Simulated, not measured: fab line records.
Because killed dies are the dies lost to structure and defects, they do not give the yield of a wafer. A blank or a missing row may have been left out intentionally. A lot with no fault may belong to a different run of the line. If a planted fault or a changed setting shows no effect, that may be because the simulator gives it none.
fab line records + flow n5-finfet
record:
- lots: 3
- wafers: 9
- last-day: 18
route steps=1938 shown BEOL_M8@1332 BEOL_M15@1830
lots untouched by any fault: they come from a run of this same line in which no faults occurred
start-h: hours from the record's opening day to when the first of the lot's shown wafers began + wait-h: how many hours have passed since the lot's step before this one + " same as the row above + L1.1+2: a single row standing in for several wafers + - either no value or no given start + * or withheld: withheld + < > ~ a bound
route shown NAME@n: NAME is a module with steps in the file, n the number in the route of the first one + usual: average and standard deviation across the fault-free wafers + same: alike in all rows + chamber/n: place in a boat + sites: each site's reading + _std_site: standard deviation of those values + _edge_site: outer sites' mean less inner sites' + radius-mm: for every site, how far away it sits from the centre of the wafer + mask NAME#n: copy n + behind: the tool/chamber that last shaped the wafer + hold: what put the lot on hold/how long, in hours/how the hold closed + device: the n, p or np transistor that did not switch + end of line: at the end of the route, the tests of the same wafers + step lacking rows: just its recipe + killed: count of dies lost to structure and defects at first sort (not the wafer's yield) + map: per-die view of a wafer (x killed, . not killed, _ where there is no die)
set.NAME: setting as actually run; set.NAME@STEP: the setting as run at that earlier step + model.NAME: the simulator's own value behind a step, which no gauge read
lots at selected steps of the route; one table per step, one row per wafer
services: the hour from which a tool's chamber was out of use, counted from the record's first day as start-h (under 0 if before that day), plus the number of hours and why
== steps ==
step: N5_BEOL_M8_ILD_DEP_00
recipe:
- material: SiCOH_lowk
- target-thk-a: 1797.5
- temp-c: 300
- precursor: DEMS/porogen
- pressure-torr: 5
- rf-w: 500
- time-s: 33.4
step: N5_BEOL_M8_CURE_74
recipe:
- temp-c: 385
- time-s: 240
- ambient: He/Ar
- material: SiCOH_lowk
step: N5_BEOL_M8_PECVD_70
recipe:
- material: SiO2
- target-thk-a: 200
- temp-c: 400
- precursor: TEOS/O2
- pressure-torr: 5.5
- rf-w: 450
- teos-flow-sccm: 53.8
- gas: O2
- flow-sccm: 3000
- time-s: 22.7
step: N5_BEOL_M8_HM_DEP_02
recipe:
- material: TiN
- target-thk-a: 200
- temp-c: 25
- chamber-pressure-pa: 0.49996
step: N5_BEOL_M8_COAT_59
recipe:
- resist: SOC
- temp-c: 250
- time-s: 60
- spin-rpm: 1500
- resist-thk-nm: 100
step: N5_BEOL_M8_COAT_60
recipe:
- resist: SiARC
- temp-c: 220
- time-s: 60
- spin-rpm: 1500
- resist-thk-nm: 35
step: N5_BEOL_M8_COAT_05
recipe:
- resist: CAR-ArF
- spin-rpm: 1500
- resist-thk-nm: 90
step: N5_BEOL_M8_EBR_07
recipe:
- solvent: PGMEA
- ebr-width-mm: 1.5
step: N5_BEOL_M8_SOFTBAKE_06
recipe:
- temp-c: 110
- time-s: 60
- resist: CAR-ArF
step: N5_BEOL_M8_EXPOSE_08
recipe:
- mask-id: M8
- na: 1.35
- source-shape: dipole
- sigma-inner: 0.817
- sigma-outer: 0.97
- polarization: te
- dose-mj: 68.25
usual:
- exposure-dose-mJ-cm2: 68.8/0.62
- reticle-temp-C: 23.02/0.1
same:
- na: 1.35
- sigma-inner: 0.817
| lot.wafer | tool            | chamber | start-h | wait-h | mask | exposure-dose-mJ-cm2 | reticle-temp-C |
|-----------|-----------------|---------|---------|--------|------|----------------------|----------------|
| L608.3    | arfi-scanner-01 | 0       | 274.80  | -      | M8#0 | 69.4                 | 22.91          |
| L608.4    | "               | 0       | "       | "      | M8#0 | 69.3                 | 22.88          |
| L608.6    | "               | 0       | "       | "      | M8#0 | 69.3                 | 22.96          |
| L616.1    | arfi-scanner-01 | 0       | 316.57  | -      | M8#0 | 70.9                 | 22.88          |
| L616.4    | "               | 0       | "       | "      | M8#0 | 70.9                 | 23.07          |
| L616.6    | "               | 0       | "       | "      | M8#0 | 70.9                 | 23.02          |
| L620.1    | arfi-scanner-02 | 0       | 351.92  | -      | M8#0 | 68.2                 | 22.97          |
| L620.2    | "               | 0       | "       | "      | M8#0 | 68.3                 | 22.89          |
| L620.4    | "               | 0       | "       | "      | M8#0 | 68.3                 | 22.98          |
step: N5_BEOL_M8_PEB_09
recipe:
- peb-temp-c: withheld
- peb-time-s: 60
- resist: CAR-ArF
step: N5_BEOL_M8_DEVELOP_10
recipe:
- develop-time-s: 30
- developer: TMAH
- resist: CAR-ArF
- rinse-liquid: diw
- dry: air-spin
- dev-temp-c: 23
step: N5_BEOL_M8_CD_MEAS_11
recipe:
- target-cd-nm: 38.5
- landing-energy-ev: 500
- detector: se-inlens
- polarity: opening
usual:
- cd-nm: 38.4/0.66
| lot.wafer | tool      | chamber | start-h | wait-h | cd-nm |
|-----------|-----------|---------|---------|--------|-------|
| L608.3    | cd-sem-02 | 0       | 274.91  | -      | 38.6  |
| L608.4    | "         | 0       | "       | "      | 38.6  |
| L608.6    | "         | 0       | "       | "      | 38.3  |
| L616.1    | cd-sem-03 | 0       | 316.70  | -      | 35.3  |
| L616.4    | "         | 0       | "       | "      | 35.7  |
| L616.6    | "         | 0       | "       | "      | 33.9  |
| L620.1    | cd-sem-02 | 0       | 352.05  | -      | 39.2  |
| L620.2    | "         | 0       | "       | "      | 38.9  |
| L620.4    | "         | 0       | "       | "      | 38.4  |
step: N5_BEOL_M8_DESCUM_16
recipe:
- chemistry: O2
- time-s: 7.9
- source-power-w: 50
- bias-power-w: 20
- pressure-mtorr: 20
- rf-frequency-hz: 2.712e+07
- temp-c: 40
- resist: CAR-ArF
- o2-flow-sccm: 225
step: N5_BEOL_M8_ETCH_61
recipe:
- chemistry: CF4
- target: SiARC
- target-depth-a: 455
- mask-material: CAR-ArF
- time-s: 75.8
- ion-energy-ev: 80
- pressure-mtorr: 40
- source-w: 545
- bias-w: 36
- Ar_flow_sccm: 100
- cf4-flow-sccm: 100
- ends: cleared
usual:
- drypump-motor-current-A: 5.6/0.44
- etch-rf-on-time-s: 74.5/2.2
- oes-product-au: 0.70/0.067
- rf-fwd-power-W: 539.7/2.3
- rf-vpp-V: 184.0/1.1
- showerhead-plenum-p-Torr: 2.13/0.066
- throttle-valve-pct: 15.50/0.14
| lot.wafer | tool        | chamber | start-h | wait-h | drypump-motor-current-A | etch-rf-on-time-s | oes-product-au | rf-fwd-power-W | rf-hours-counter-h | rf-vpp-V | showerhead-plenum-p-Torr | throttle-valve-pct | model.BEOL_M8.cd-offset-nm |
|-----------|-------------|---------|---------|--------|-------------------------|-------------------|----------------|----------------|--------------------|----------|--------------------------|--------------------|----------------------------|
| L608.3    | rie-diel-04 | 3       | 275.05  | 0.0    | 5.2                     | 76.4              | 0.68           | 543.0          | 120                | 183.5    | 2.06                     | 15.67              | 0                          |
| L608.4    | "           | 2       | "       | "      | 6.0                     | 78.0              | 0.59           | 543.2          | 222                | 183.3    | 2.12                     | 15.53              | 0.4                        |
| L608.6    | "           | 0       | "       | "      | 6.0                     | 74.8              | 0.65           | 538.8          | -                  | 182.8    | 2.07                     | 15.51              | -0.6                       |
| L616.1    | rie-diel-01 | 2       | 316.84  | 0.0    | 5.6                     | 75.2              | 0.68           | 539.1          | 107                | 181.9    | 2.07                     | 15.47              | -3                         |
| L616.4    | "           | 3       | "       | "      | 6.1                     | 74.0              | 0.78           | 541.4          | 33                 | 183.7    | 2.09                     | 15.25              | -1.8                       |
| L616.6    | "           | 3       | "       | "      | 6.1                     | 73.9              | 0.77           | 539.0          | -                  | 185.4    | 2.09                     | 15.27              | -4.2                       |
| L620.1    | rie-diel-06 | 1       | 352.18  | 0.0    | 6.3                     | 72.9              | 0.71           | 536.8          | 84                 | 186.0    | 2.23                     | 15.50              | 0.6                        |
| L620.2    | "           | 3       | "       | "      | 5.0                     | 77.4              | 0.67           | 537.9          | 110                | 182.9    | 2.07                     | 15.70              | 0.2                        |
| L620.4    | "           | 0       | "       | "      | 5.2                     | 71.4              | 0.86           | 542.8          | 7                  | 184.9    | 2.20                     | 15.14              | 0.2                        |
step: N5_BEOL_M8_ETCH_62
recipe:
- chemistry: N2/H2
- target: SOC
- target-depth-a: 1100
- overetch-a: 220
- mask-material: SiARC
- temp-c: 40
- time-s: 165
- ion-energy-ev: 200
- pressure-mtorr: 30
- source-w: 840
- bias-w: 150
- n2-flow-sccm: 200
- h2-flow-sccm: 200
step: N5_BEOL_M8_STRIP_68
recipe:
- chemistry: N2/H2
- temp-c: 40
- n2-flow-sccm: 200
- h2-flow-sccm: 200
- rf-frequency-hz: 6e+07
step: N5_BEOL_M8_STRIP_67
recipe:
- chemistry: CF4
- resist: SiARC
- power-w: 300
- bias-power-w: 75
- pressure-mtorr: 50
- cf4-flow-sccm: 150
- rf-frequency-hz: 6e+07
step: N5_BEOL_M8_HM_OPEN_17
recipe:
- chemistry: Cl2/BCl3
- target-depth-a: 200
- overetch-a: 60
- target: TiN
- mask-material: SOC
- ion-energy-ev: 150
- pressure-mtorr: 10
- icp-w: 1000
- bias-w: 126
- Cl2_flow_sccm: 53.25
- bcl3-flow-sccm: 21.75
- Ar_flow_sccm: 25
usual:
- drypump-motor-current-A: 5.8/0.45
- oes-product-au: 0.67/0.088
- rf-fwd-power-W: 992/4.1
- throttle-valve-pct: 22.1/0.31
| lot.wafer | tool         | chamber | start-h | wait-h | drypump-motor-current-A | oes-product-au | rf-fwd-power-W | rf-hours-counter-h | throttle-valve-pct | model.BEOL_M8.cd-offset-nm |
|-----------|--------------|---------|---------|--------|-------------------------|----------------|----------------|--------------------|--------------------|----------------------------|
| L608.3    | rie-metal-01 | 0       | 275.32  | 0.1    | 5.8                     | 0.63           | 995            | -                  | 21.6               | 0.4                        |
| L608.4    | "            | 1       | "       | "      | 5.3                     | 0.80           | 986            | -                  | 21.9               | 0.6                        |
| L608.6    | "            | 1       | "       | "      | 5.4                     | 0.81           | 991            | -                  | 21.9               | -0.4                       |
| L616.1    | rie-metal-03 | 0       | 317.08  | 0.0    | 5.5                     | 0.61           | 985            | 65                 | 22.7               | -3.4                       |
| L616.4    | "            | 1       | "       | "      | 5.9                     | 0.66           | 985            | -                  | 22.2               | -2.2                       |
| L616.6    | "            | 1       | "       | "      | 5.9                     | 0.66           | 988            | -                  | 22.2               | -4.4                       |
| L620.1    | rie-metal-01 | 0       | 352.42  | 0.0    | 5.8                     | 0.61           | 991            | 67                 | 21.7               | 1.4                        |
| L620.2    | "            | 1       | "       | "      | 5.4                     | 0.75           | 985            | 14                 | 22.0               | 0.2                        |
| L620.4    | "            | 0       | "       | "      | 5.8                     | 0.61           | 993            | -                  | 21.7               | 0.2                        |
step: N5_BEOL_M8_STRIP_19
recipe:
- chemistry: O2
- power-w: 400
- temp-c: 40
- pressure-mtorr: 30
- rf-frequency-hz: 6e+07
- bias-power-w: 0
- overash-fraction: 0.2
- o2-flow-sccm: 225
step: N5_BEOL_M8_CD_MEAS_18
recipe:
- pitch-nm: 80
- target-cd-nm: 40
usual:
- cd-nm: 39.9/0.77
| lot.wafer | tool      | chamber | start-h | wait-h | cd-nm |
|-----------|-----------|---------|---------|--------|-------|
| L608.3    | cd-sem-03 | -       | 275.59  | 0.1    | 40.6  |
| L608.4    | "         | -       | "       | "      | 40.8  |
| L608.6    | "         | -       | "       | "      | 39.5  |
| L616.1    | cd-sem-01 | -       | 317.27  | 0.0    | 36.3  |
| L616.4    | "         | -       | "       | "      | 37.6  |
| L616.6    | "         | -       | "       | "      | 35.8  |
| L620.1    | cd-sem-03 | -       | 352.63  | 0.0    | 41.4  |
| L620.2    | "         | -       | "       | "      | 40.0  |
| L620.4    | "         | -       | "       | "      | 40.3  |
step: N5_BEOL_M8_COAT_63
recipe:
- resist: SOC
- temp-c: 250
- time-s: 60
- spin-rpm: 1500
- resist-thk-nm: 60
step: N5_BEOL_M8_COAT_64
recipe:
- resist: SiARC
- temp-c: 220
- time-s: 60
- spin-rpm: 1500
- resist-thk-nm: 12
step: N5_BEOL_M8_COAT_71
recipe:
- resist: underlayer
- temp-c: 205
- time-s: 60
- spin-rpm: 1500
- resist-thk-nm: 5
step: N5_BEOL_M8_COAT_22
recipe:
- resist: CAR-EUV
- spin-rpm: 1500
- resist-thk-nm: 30
step: N5_BEOL_M8_EBR_24
recipe:
- solvent: PGMEA
- ebr-width-mm: 1.5
step: N5_BEOL_M8_SOFTBAKE_23
recipe:
- temp-c: 110
- time-s: 60
- resist: CAR-EUV
step: N5_BEOL_M8_EXPOSE_25
recipe:
- mask-id: V7
- na: 0.33
- source-shape: annular
- sigma-inner: 0.4
- sigma-outer: 0.8
- polarization: unpolarized
- target-cd-nm: 40
- dose-mj: 42.5
step: N5_BEOL_M8_PEB_26
recipe:
- peb-temp-c: 100
- peb-time-s: 60
- resist: CAR-EUV
step: N5_BEOL_M8_DEVELOP_27
recipe:
- develop-time-s: 30
- developer: TMAH
- resist: CAR-EUV
- rinse-liquid: surfactant-rinse
- dry: air-spin
- dev-temp-c: 23
step: N5_BEOL_M8_DESCUM_33
recipe:
- chemistry: O2
- time-s: 7
- source-power-w: 50
- bias-power-w: 20
- pressure-mtorr: 20
- rf-frequency-hz: 2.712e+07
- temp-c: 40
- resist: CAR-EUV
- o2-flow-sccm: 225
step: N5_BEOL_M8_ETCH_72
recipe:
- chemistry: N2/H2
- target: underlayer
- target-depth-a: 65
- mask-material: CAR-EUV
- time-s: 5.2
- ion-energy-ev: 200
- pressure-mtorr: 30
- source-w: 840
- bias-w: 150
- n2-flow-sccm: 200
- h2-flow-sccm: 200
- ends: cleared
step: N5_BEOL_M8_ETCH_65
recipe:
- chemistry: CF4
- target: SiARC
- target-depth-a: 156
- mask-material: CAR-EUV
- time-s: 26
- ion-energy-ev: 80
- pressure-mtorr: 40
- source-w: 545
- bias-w: 36
- Ar_flow_sccm: 100
- cf4-flow-sccm: 100
- ends: cleared
step: N5_BEOL_M8_ETCH_66
recipe:
- chemistry: N2/H2
- target: SOC
- target-depth-a: 800
- overetch-a: 160
- mask-material: SiARC
- temp-c: 40
- time-s: 120
- ion-energy-ev: 200
- pressure-mtorr: 30
- source-w: 840
- bias-w: 150
- n2-flow-sccm: 200
- h2-flow-sccm: 200
step: N5_BEOL_M15_RC_MEAS_101
usual:
- COMB_M10: 1.5e-11/3.1e-12
- COMB_M11: 1.5e-11/3.2e-12
- COMB_M12: 6.4e-12/1.4e-12
- COMB_M13: 5e-12/9.5e-13
- COMB_M14: 3.6e-12/1e-12
- COMB_M15: 2.5e-12/7.3e-13
- COMB_M5: 3.7e-11/7.9e-12
- COMB_M6: 2.3e-11/4.6e-12
- COMB_M7: 2.5e-11/4.8e-12
- COMB_M8: 2.5e-11/5.3e-12
- COMB_M9: 1.4e-11/3e-12
- SERP_M10: 3.02/0.1
- SERP_M11: 3.09/0.093
- SERP_M12: 0.644/0.021
- SERP_M13: 0.313/0.0081
- SERP_M14: 0.160/0.0057
- SERP_M5: 39.0/2.2
- SERP_M6: 13.8/0.78
- SERP_M7: 14.0/0.75
- SERP_M8: 14.0/0.76
- SERP_M8_max_site: 14.5/0.82
- SERP_M9: 3.09/0.11
| lot.wafer | tool      | chamber | start-h | wait-h | COMB_M10[S/m] | COMB_M11[S/m] | COMB_M12[S/m] | COMB_M13[S/m] | COMB_M14[S/m] | COMB_M15[S/m] | COMB_M5[S/m] | COMB_M6[S/m] | COMB_M7[S/m] | COMB_M8[S/m] | COMB_M9[S/m] | SERP_M10[ohm/um] | SERP_M11[ohm/um] | SERP_M12[ohm/um] | SERP_M13[ohm/um] | SERP_M14[ohm/um] | SERP_M5[ohm/um] | SERP_M6[ohm/um] | SERP_M7[ohm/um] | SERP_M8[ohm/um] | SERP_M8_max_site[ohm/um] | SERP_M9[ohm/um] |
|-----------|-----------|---------|---------|--------|---------------|---------------|---------------|---------------|---------------|---------------|--------------|--------------|--------------|--------------|--------------|------------------|------------------|------------------|------------------|------------------|-----------------|-----------------|-----------------|-----------------|--------------------------|-----------------|
| L608.3    | prober-01 | 0       | 325.92  | 0.5    | 1.1e-11       | 1.7e-11       | 5.4e-12       | 4.3e-12       | 3.6e-12       | 2e-12         | 2.5e-11      | 2.2e-11      | 2.8e-11      | 2.8e-11      | 1.5e-11      | 2.89             | 3.07             | 0.645            | 0.307            | 0.154            | 34.4            | 12.8            | 13.9            | 13.5            | 14.2                     | 2.99            |
| L608.4    | "         | 0       | "       | "      | 1.2e-11       | 1.2e-11       | 4.9e-12       | 5.3e-12       | 2.9e-12       | 1.4e-12       | 2.8e-11      | 3e-11        | 2.9e-11      | 2.6e-11      | 1.5e-11      | 3.25             | 3.05             | 0.631            | 0.322            | 0.155            | 36.6            | 13.3            | 13.9            | 13.3            | 14.0                     | 2.92            |
| L608.6    | "         | 0       | "       | "      | 1.2e-11       | 1.4e-11       | 4e-12         | 4.9e-12       | 3.4e-12       | 2.3e-12       | 3.1e-11      | 2.4e-11      | 2.6e-11      | 3.1e-11      | 1.1e-11      | 2.98             | 3.23             | 0.649            | 0.317            | 0.153            | 37.7            | 12.8            | 14.6            | 13.6            | 14.5                     | 2.90            |
| L616.1    | prober-01 | 0       | 373.11  | 0.0    | 1.5e-11       | 1.8e-11       | 5.6e-12       | 2.6e-12       | 2.5e-12       | 2.3e-12       | 2.8e-11      | 2.5e-11      | 2.6e-11      | 2.2e-11      | 1.1e-11      | 3.15             | 3.15             | 0.655            | 0.305            | 0.163            | 36.8            | 14.9            | 13.6            | 17.3            | 17.8                     | 3.22            |
| L616.4    | "         | 0       | "       | "      | 1.1e-11       | 1.3e-11       | 4.8e-12       | 3.9e-12       | 3e-12         | 1.7e-12       | 4e-11        | 2.9e-11      | 1.9e-11      | 2.3e-11      | 1.5e-11      | 3.03             | 3.21             | 0.630            | 0.297            | 0.164            | 38.8            | 14.4            | 14.8            | 15.8            | 16.5                     | 2.95            |
| L616.6    | "         | 0       | "       | "      | 1.5e-11       | 1.5e-11       | 5.1e-12       | 4e-12         | 3.9e-12       | 1.6e-12       | 4.1e-11      | 3.1e-11      | 1.7e-11      | 2.2e-11      | 1.9e-11      | 2.98             | 3.18             | 0.632            | 0.311            | 0.157            | 37.4            | 15.1            | 13.5            | 18.0            | 18.7                     | 2.99            |
| L620.1    | prober-02 | 0       | 407.01  | 0.0    | 1.3e-11       | 1.6e-11       | 4.9e-12       | 5.3e-12       | 2.9e-12       | 2.9e-12       | 2.4e-11      | 2.5e-11      | 2.6e-11      | 3.6e-11      | 1.7e-11      | 2.97             | 3.04             | 0.615            | 0.311            | 0.163            | 41.3            | 13.8            | 12.7            | 13.2            | 13.4                     | 3.21            |
| L620.2    | "         | 0       | "       | "      | 1.8e-11       | 1.8e-11       | 7e-12         | 4.9e-12       | 3.8e-12       | 4.4e-12       | 3.3e-11      | 2.4e-11      | 3.1e-11      | 3.3e-11      | 9e-12        | 3.02             | 2.97             | 0.622            | 0.336            | 0.163            | 42.7            | 13.0            | 15.6            | 12.8            | 13.2                     | 3.04            |
| L620.4    | "         | 0       | "       | "      | 1.2e-11       | 1.4e-11       | 5e-12         | 5.5e-12       | 2.9e-12       | 3.5e-12       | 4.2e-11      | 2.5e-11      | 3.4e-11      | 3.3e-11      | 1.3e-11      | 3.15             | 3.13             | 0.620            | 0.326            | 0.162            | 40.0            | 14.6            | 14.3            | 14.5            | 14.7                     | 3.14            |
sites SERP_M8 radius-mm=0,75,75,75,75,140,140,140,140
L608.3 13.5 13.6 13.1 13.4 14.2 13.8 12.7 12.8 13.8
L616.1 17.4 17.1 17.8 16.9 17.8 16.6 17.3 17.4 16.9
L620.1 13.4 13.2 13.4 13.0 13.3 13.2 13.2 13.4 13.0
== services ==
| tool            | chamber | start-h | hours | kind                          |
|-----------------|---------|---------|-------|-------------------------------|
| arfi-scanner-01 | -       | 256.46  | 1.3   | pm                            |
| rie-diel-06     | -       | 256.88  | 0.1   | repair                        |
| arfi-scanner-02 | -       | 262.52  | 1.0   | pm                            |
| arfi-scanner-02 | -       | 275.55  | 3.9   | pm                            |
| rie-diel-01     | -       | 284.58  | 0.4   | repair                        |
| arfi-scanner-01 | -       | 296.60  | 1.0   | pm                            |
| rie-diel-06     | 0       | 311.12  | -     | clean                         |
| rie-diel-06     | 0       | 311.12  | -     | consumable-replace:esc        |
| rie-diel-06     | 0       | 311.12  | -     | consumable-replace:focus-ring |
| rie-diel-06     | 0       | 311.12  | 22.7  | scheduled-down                |
| rie-diel-06     | 0       | 311.12  | 22.7  | vent-cycle                    |
| arfi-scanner-02 | -       | 312.24  | 0.6   | repair                        |
| arfi-scanner-02 | -       | 316.56  | 0.8   | pm                            |
| rie-metal-03    | 0       | 332.65  | 14.8  | repair                        |
| rie-diel-01     | 2       | 337.34  | 4.5   | repair                        |
| arfi-scanner-01 | -       | 345.22  | 1.0   | pm                            |
== key ==
first-sign:
- step: N5_BEOL_M8_EXPOSE_08
- reading: exposure-dose-mJ-cm2
- direction: up
- sigmas: 3.4
- usual: 68.8
- struck: 70.9
effect:
- step: N5_BEOL_M8_CD_MEAS_11
- reading: cd-nm
- direction: down
- sigmas: 5.2
- usual: 38.4
- struck: 35.0
- through: control-loop
effect:
- step: N5_BEOL_M8_CD_MEAS_18
- reading: cd-nm
- direction: down
- sigmas: 4.3
- usual: 39.9
- struck: 36.6
- through: control-loop
effect:
- step: N5_BEOL_M15_RC_MEAS_101
- reading: SERP_M8
- direction: up
- sigmas: 4
- usual: 14.0
- struck: 17.0
- wafers-moved: 2
model-effect:
- step: N5_BEOL_M8_ETCH_61
- value: BEOL_M8.cd-offset-nm
- without: -0.4667
- struck: -3
model-effect:
- step: N5_BEOL_M8_HM_OPEN_17
- value: BEOL_M8.cd-offset-nm
- without: -0.8
- struck: -3.333
met-at N5_BEOL_M8_EXPOSE_08
struck-wafers L616.1,L616.4,L616.6
loop-trim:
- step: N5_BEOL_M8_EXPOSE_08
- setting: dose
- lots: L616
onset-between 274.80 316.57
fault:
- kind: process-parameter-drift
- tool: arfi-scanner-01
- chamber: -
- onset-h: 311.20
- steps: N5_BEOL_M8_EXPOSE_08
- channel: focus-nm
- offset: 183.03
- spread-by-wafer: 0.3
- shape: step
- end-h: 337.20
loop-trim: a control loop set the setting to another value than it would have without faults
